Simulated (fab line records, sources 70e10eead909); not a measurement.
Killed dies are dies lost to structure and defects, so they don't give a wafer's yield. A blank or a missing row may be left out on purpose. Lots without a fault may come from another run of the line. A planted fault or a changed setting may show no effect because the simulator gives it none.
fab line records | flow nand_harc
record lots=6 wafers=18 last_day=32
route steps=1302 shown A_SOURCE_PLATE@420 A_ONON_D1@424 END@1302
lots that met no fault: from a run of the same line without faults
start_h: hours from the record's first day to the start of the lot's first wafer shown | wait_h: hours since the lot's step before | " the same as in the row above | L1.1+2: a row that stands for several wafers | - no value, or no start given | * or withheld: withheld | < > ~ a bound
route shown NAME@n: a module of which the file shows steps, and the number in the route of the first | usual: mean/standard deviation of fault-free wafers | same: alike in all rows | chamber/n: place in a boat | sites: the reading at each site | _std_site: their standard deviation | _edge_site: outer sites' mean less inner sites' | radius_mm: how far each site lies from the wafer's centre | mask NAME#n: copy n | behind: the tool/chamber that last shaped the wafer | hold: why the lot was held/for how many hours/how that ended | device: the transistor (n, p or np) that didn't switch | end of line: the same wafers' tests at the end of the route | a step without rows: its recipe alone | killed: dies lost to structure and defects at the first sort, not the wafer's yield | map: a wafer's dies, x killed, . not, _ none there
set.NAME: the setting as run; set.NAME@STEP: as run at that earlier step | model.NAME: the simulator's own value behind a step, which no gauge read
lots at some steps of the route; a table a step, a row a wafer
services: from which hour (start_h, from the record's first day; less than 0 if before it) a tool's chamber was out of use, for how many hours, and why
## steps
# step NHARC_A_SOURCE_PLATE_THK_MEAS_06
# recipe thk_meas_gauge=ellipsometry
# usual thk_nm=199.1/2
# columns lot.wafer tool chamber start_h wait_h thk_nm
L775.1 film_metro-01 - 202.82 0.4 200.8
L775.2 " - " " 197.7
L775.3 " - " " 197.7
L778.3 film_metro-02 - 222.85 0.4 202.0
L778.4 " - " " 200.6
L778.6 " - " " 201.0
L784.1 film_metro-01 - 287.67 0.4 202.5
L784.5 " - " " 200.4
L784.6 " - " " 200.4
L785.1 film_metro-01 - 307.29 0.4 201.8
L785.4 " - " " 202.9
L785.6 " - " " 200.9
L792.1 film_metro-02 - 365.07 0.4 199.4
L792.2 " - " " 200.4
L792.3 " - " " 199.5
L793.2 film_metro-01 - 379.83 0.4 198.7
L793.4 " - " " 200.7
L793.5 " - " " 200.0
# step NHARC_A_SOURCE_PLATE_INSPECT_08
# usual raw_defect_count=57/25
# columns lot.wafer tool chamber start_h wait_h raw_defect_count
L775.1 defect_inspect-02 - 202.93 0.0 27
L775.2 " - " " 63
L775.3 " - " " 60
L778.3 defect_inspect-01 - 222.93 0.0 83
L778.4 " - " " 63
L778.6 " - " " 60
L784.1 defect_inspect-01 - 287.77 0.0 118
L784.5 " - " " 94
L784.6 " - " " 139
L785.1 defect_inspect-01 - 307.35 0.0 40
L785.4 " - " " 34
L785.6 " - " " 43
L792.1 defect_inspect-02 - 365.13 0.0 62
L792.2 " - " " 55
L792.3 " - " " 70
L793.2 defect_inspect-02 - 379.89 0.0 73
L793.4 " - " " 108
L793.5 " - " " 35
# step NHARC_A_ONON_D1_DEP_00
# recipe target_thk_a=10000 n2_flow_sccm=2750 n2o_flow_sccm=2000 nh3_flow_sccm=500 sih4_flow_sccm=210 temp_c=400
# step NHARC_A_ONON_D1_THK_MEAS_02
# recipe thk_meas_gauge=ellipsometry
# usual thk_nm=997/8.2
# columns lot.wafer tool chamber start_h wait_h thk_nm
L775.1 film_metro-02 - 203.50 - 982
L775.2 " - " " 982
L775.3 " - " " 983
L778.3 film_metro-01 - 223.51 - 983
L778.4 " - " " 981
L778.6 " - " " 981
L784.1 film_metro-01 - 288.35 - 1004
L784.5 " - " " 1005
L784.6 " - " " 1007
L785.1 film_metro-01 - 307.92 - 999
L785.4 " - " " 1000
L785.6 " - " " 1000
L792.1 film_metro-01 - 365.70 - 991
L792.2 " - " " 991
L792.3 " - " " 990
L793.2 film_metro-01 - 380.47 - 992
L793.4 " - " " 993
L793.5 " - " " 992
# step NHARC_A_ONON_D1_DEP_03
# recipe target_thk_a=10000 n2_flow_sccm=2750 n2o_flow_sccm=2000 nh3_flow_sccm=500 sih4_flow_sccm=210 temp_c=400
# step NHARC_A_ONON_D1_THK_MEAS_05
# recipe thk_meas_gauge=ellipsometry
# usual thk_nm=1001/10
# columns lot.wafer tool chamber start_h wait_h thk_nm
L775.1 film_metro-01 - 204.07 - 1002
L775.2 " - " " 1001
L775.3 " - " " 1002
L778.3 film_metro-01 - 224.08 - 986
L778.4 " - " " 986
L778.6 " - " " 987
L784.1 film_metro-01 - 288.91 - 1014
L784.5 " - " " 1013
L784.6 " - " " 1012
L785.1 film_metro-02 - 308.49 - 1001
L785.4 " - " " 1004
L785.6 " - " " 1003
L792.1 film_metro-01 - 366.27 - 997
L792.2 " - " " 998
L792.3 " - " " 1000
L793.2 film_metro-01 - 381.04 - 994
L793.4 " - " " 996
L793.5 " - " " 998
# step NHARC_A_ONON_D1_DEP_06
# recipe target_thk_a=10000 n2_flow_sccm=2750 n2o_flow_sccm=2000 nh3_flow_sccm=500 sih4_flow_sccm=210 temp_c=400
# step NHARC_A_ONON_D1_THK_MEAS_08
# recipe thk_meas_gauge=ellipsometry
# usual thk_nm=1000/9.4
# columns lot.wafer tool chamber start_h wait_h thk_nm
L775.1 film_metro-02 - 204.64 - 992
L775.2 " - " " 990
L775.3 " - " " 992
L778.3 film_metro-02 - 224.65 - 1007
L778.4 " - " " 1006
L778.6 " - " " 1005
L784.1 film_metro-02 - 289.47 - 996
L784.5 " - " " 995
L784.6 " - " " 998
L785.1 film_metro-01 - 309.06 - 991
L785.4 " - " " 989
L785.6 " - " " 992
L792.1 film_metro-02 - 366.84 - 997
L792.2 " - " " 998
L792.3 " - " " 996
L793.2 film_metro-01 - 381.60 - 1012
L793.4 " - " " 1013
L793.5 " - " " 1012
# step NHARC_A_ONON_D1_DEP_09
# recipe target_thk_a=10000 n2_flow_sccm=2750 n2o_flow_sccm=2000 nh3_flow_sccm=500 sih4_flow_sccm=210 temp_c=400
# step NHARC_A_ONON_D1_THK_MEAS_11
# recipe thk_meas_gauge=ellipsometry
# usual thk_nm=1000/12
# columns lot.wafer tool chamber start_h wait_h thk_nm
L775.1 film_metro-02 - 205.20 - 1006
L775.2 " - " " 1006
L775.3 " - " " 1008
L778.3 film_metro-01 - 225.21 - 999
L778.4 " - " " 1001
L778.6 " - " " 997
L784.1 film_metro-02 - 290.04 - 1011
L784.5 " - " " 1008
L784.6 " - " " 1009
L785.1 film_metro-01 - 309.62 - 1023
L785.4 " - " " 1022
L785.6 " - " " 1022
L792.1 film_metro-02 - 367.41 - 996
L792.2 " - " " 997
L792.3 " - " " 997
L793.2 film_metro-01 - 382.17 - 985
L793.4 " - " " 985
L793.5 " - " " 985
# step NHARC_A_ONON_D1_DEP_12
# recipe target_thk_a=10000 n2_flow_sccm=2750 n2o_flow_sccm=2000 nh3_flow_sccm=500 sih4_flow_sccm=210 temp_c=400
# usual n2_flow_sccm=2749/7.8 n2o_flow_sccm=2000/6.2 sih4_flow_sccm=210.1/0.61
# columns lot.wafer tool chamber start_h wait_h n2_flow_sccm n2o_flow_sccm sih4_flow_sccm
L775.1 pecvd_onon-01 0 205.26 0.1 2750 2004 209.3
L775.2 " 0 " " 2755 1993 210.2
L775.3 " 0 " " 2752 1994 210.3
L778.3 pecvd_onon-04 0 225.38 0.2 2751 1989 210.2
L778.4 " 0 " " 2736 2007 210.2
L778.6 " 0 " " 2750 1999 210.1
L784.1 pecvd_onon-04 - 290.09 0.1 - - -
L784.5 " - " " - - -
L784.6 " - " " - - -
L785.1 pecvd_onon-04 - 309.68 0.1 - - -
L785.4 " - " " - - -
L785.6 " - " " - - -
L792.1 pecvd_onon-01 0 367.46 0.1 2745 1990 209.6
L792.2 " 0 " " 2754 2004 209.7
L792.3 " 0 " " 2748 1995 209.0
L793.2 pecvd_onon-03 0 382.28 0.1 2762 2009 209.1
L793.4 " 0 " " 2746 1998 209.2
L793.5 " 0 " " 2755 2003 209.8
# step NHARC_END_SORT_01
# recipe temp_c=25
# usual killed_at_array=53/18 killed_at_other=1.0/1.2 killed_at_periphery=3.6/2.4 killed_dies=58/18 killed_open=3.4/1.8 killed_short=2.3/1.5
# same gross_dies=677
# columns lot.wafer tool chamber start_h wait_h killed_at_array killed_at_other killed_at_periphery killed_dies killed_open killed_short
L784.1 prober-02 0 683.76 2.5 666 4 7 677 5 2
L784.5 prober-02 0 686.95 3.7 668 2 7 677 2 1
L784.6 prober-02 0 687.75 4.0 665 5 7 677 3 1
L785.1 prober-01 0 716.90 2.5 672 1 4 677 5 3
L785.4 prober-01 0 719.27 3.4 673 0 4 677 2 1
L785.6 prober-01 0 720.86 4.0 671 1 5 677 0 2
# killed by level:class
L784.1 A_ONON_D1:area_dep=591 A_CHANNEL_HOLE_D1:chamber_film_flake=41 A_CHANNEL_HOLE_D2:chamber_film_flake=13 A_SLIT:chamber_film_flake=7 THIN_TSV:chamber_film_flake=4 P_GATE:chamber_film_flake=3 A_CHANNEL_FILL_D2:chamber_film_flake=3 A_ONON_D1:geometric_particle:short=2
L784.5 A_ONON_D1:area_dep=609 A_CHANNEL_HOLE_D1:chamber_film_flake=35 A_CHANNEL_HOLE_D2:chamber_film_flake=11 A_CONTACT:chamber_film_flake=4 P_STI:chamber_film_flake=3 P_M0:chamber_film_flake=2 A_SLIT:chamber_film_flake=2 A_CHANNEL_FILL_D2:chamber_film_flake=2
L784.6 A_ONON_D1:area_dep=606 A_CHANNEL_HOLE_D1:chamber_film_flake=28 A_CHANNEL_HOLE_D2:chamber_film_flake=10 A_CONTACT:chamber_film_flake=6 THIN_TSV:chamber_film_flake=5 A_SLIT:chamber_film_flake=4 P_GATE:chamber_film_flake=3 A_CHANNEL_FILL_D2:chamber_film_flake=3
L785.1 A_ONON_D1:area_dep=598 A_CHANNEL_HOLE_D1:chamber_film_flake=26 A_SLIT:chamber_film_flake=19 A_CHANNEL_HOLE_D2:chamber_film_flake=10 A_CONTACT:chamber_film_flake=6 A_BONDPAD:chamber_film_flake=3 A_STAIRCASE:chamber_film_flake=2 P_GATE:geometric_particle:open=1
L785.4 A_ONON_D1:area_dep=585 A_CHANNEL_HOLE_D1:chamber_film_flake=35 A_SLIT:chamber_film_flake=22 A_CHANNEL_HOLE_D2:chamber_film_flake=10 A_BONDPAD:chamber_film_flake=8 A_CONTACT:chamber_film_flake=5 P_CONTACT:chamber_film_flake=3 A_M0:chamber_film_flake=2
L785.6 A_ONON_D1:area_dep=600 A_CHANNEL_HOLE_D1:chamber_film_flake=29 A_SLIT:chamber_film_flake=22 A_CHANNEL_HOLE_D2:chamber_film_flake=8 A_CONTACT:chamber_film_flake=4 A_BONDPAD:chamber_film_flake=4 P_GATE:chamber_film_flake=2 P_CONTACT:chamber_film_flake=2
# map L784.1 (x killed, . not)
____________x____________
_________xxxxxxx_________
_______xxxxxxxxxxx_______
______xxxxxxxxxxxxx______
_____xxxxxxxxxxxxxxx_____
____xxxxxxxxxxxxxxxxx____
____xxxxxxxxxxxxxxxxx____
___xxxxxxxxxxxxxxxxxxx___
___xxxxxxxxxxxxxxxxxxx___
__xxxxxxxxxxxxxxxxxxxxx__
__xxxxxxxxxxxxxxxxxxxxx__
_xxxxxxxxxxxxxxxxxxxxxxx_
_xxxxxxxxxxxxxxxxxxxxxxx_
_xxxxxxxxxxxxxxxxxxxxxxx_
_xxxxxxxxxxxxxxxxxxxxxxx_
_xxxxxxxxxxxxxxxxxxxxxxx_
xxxxxxxxxxxxxxxxxxxxxxxxx
xxxxxxxxxxxxxxxxxxxxxxxxx
xxxxxxxxxxxxxxxxxxxxxxxxx
xxxxxxxxxxxxxxxxxxxxxxxxx
xxxxxxxxxxxxxxxxxxxxxxxxx
_xxxxxxxxxxxxxxxxxxxxxxx_
_xxxxxxxxxxxxxxxxxxxxxxx_
_xxxxxxxxxxxxxxxxxxxxxxx_
_xxxxxxxxxxxxxxxxxxxxxxx_
_xxxxxxxxxxxxxxxxxxxxxxx_
__xxxxxxxxxxxxxxxxxxxxx__
__xxxxxxxxxxxxxxxxxxxxx__
___xxxxxxxxxxxxxxxxxxx___
___xxxxxxxxxxxxxxxxxxx___
____xxxxxxxxxxxxxxxxx____
____xxxxxxxxxxxxxxxxx____
_____xxxxxxxxxxxxxxx_____
______xxxxxxxxxxxxx______
_______xxxxxxxxxxx_______
_________xxxxxxx_________
____________x____________
# map L785.1 (x killed, . not)
____________x____________
_________xxxxxxx_________
_______xxxxxxxxxxx_______
______xxxxxxxxxxxxx______
_____xxxxxxxxxxxxxxx_____
____xxxxxxxxxxxxxxxxx____
____xxxxxxxxxxxxxxxxx____
___xxxxxxxxxxxxxxxxxxx___
___xxxxxxxxxxxxxxxxxxx___
__xxxxxxxxxxxxxxxxxxxxx__
__xxxxxxxxxxxxxxxxxxxxx__
_xxxxxxxxxxxxxxxxxxxxxxx_
_xxxxxxxxxxxxxxxxxxxxxxx_
_xxxxxxxxxxxxxxxxxxxxxxx_
_xxxxxxxxxxxxxxxxxxxxxxx_
_xxxxxxxxxxxxxxxxxxxxxxx_
xxxxxxxxxxxxxxxxxxxxxxxxx
xxxxxxxxxxxxxxxxxxxxxxxxx
xxxxxxxxxxxxxxxxxxxxxxxxx
xxxxxxxxxxxxxxxxxxxxxxxxx
xxxxxxxxxxxxxxxxxxxxxxxxx
_xxxxxxxxxxxxxxxxxxxxxxx_
_xxxxxxxxxxxxxxxxxxxxxxx_
_xxxxxxxxxxxxxxxxxxxxxxx_
_xxxxxxxxxxxxxxxxxxxxxxx_
_xxxxxxxxxxxxxxxxxxxxxxx_
__xxxxxxxxxxxxxxxxxxxxx__
__xxxxxxxxxxxxxxxxxxxxx__
___xxxxxxxxxxxxxxxxxxx___
___xxxxxxxxxxxxxxxxxxx___
____xxxxxxxxxxxxxxxxx____
____xxxxxxxxxxxxxxxxx____
_____xxxxxxxxxxxxxxx_____
______xxxxxxxxxxxxx______
_______xxxxxxxxxxx_______
_________xxxxxxx_________
____________x____________
## services
# columns tool chamber start_h hours kind
pecvd_onon-03 - 190.23 11.4 repair
pecvd_onon-03 - 227.00 13.0 pm
pecvd_onon-01 - 269.52 13.0 pm
pecvd_onon-04 - 311.10 13.0 pm
## key
first_sign step=NHARC_A_ONON_D1_DEP_12 reading=tool_record direction=missing
effect step=NHARC_END_SORT_01 reading=killed_at_array direction=up sigmas=35 usual=53 struck=669
more_kills_born_at NHARC_A_ONON_D1_DEP_12@pecvd_onon-04=3589
met_at NHARC_A_ONON_D1_DEP_12
struck_wafers L784.1,L784.5,L784.6,L785.1,L785.4,L785.6
later_rows_left_out L784.1,L784.5,L784.6,L785.1,L785.4,L785.6
tester_left_out L784,L785
onset_between 225.38 290.09
fault kind=skipped_step_whole tool=pecvd_onon-04 chamber=- onset_h=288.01 steps=NHARC_A_ONON_D1_DEP_12 scope=struck_lots_only
# tester_left_out: of these lots the tester's yield and bins aren't shown, on N5 and GAA mostly nor the transistor test; their killed dies are dies lost to structure and defects alone, not to doping, threshold or leakage, so they don't give the yield
# later_rows_left_out: the simulator's readings of these wafers behind a module that went badly wrong aren't trusted and aren't shown, but for the sort
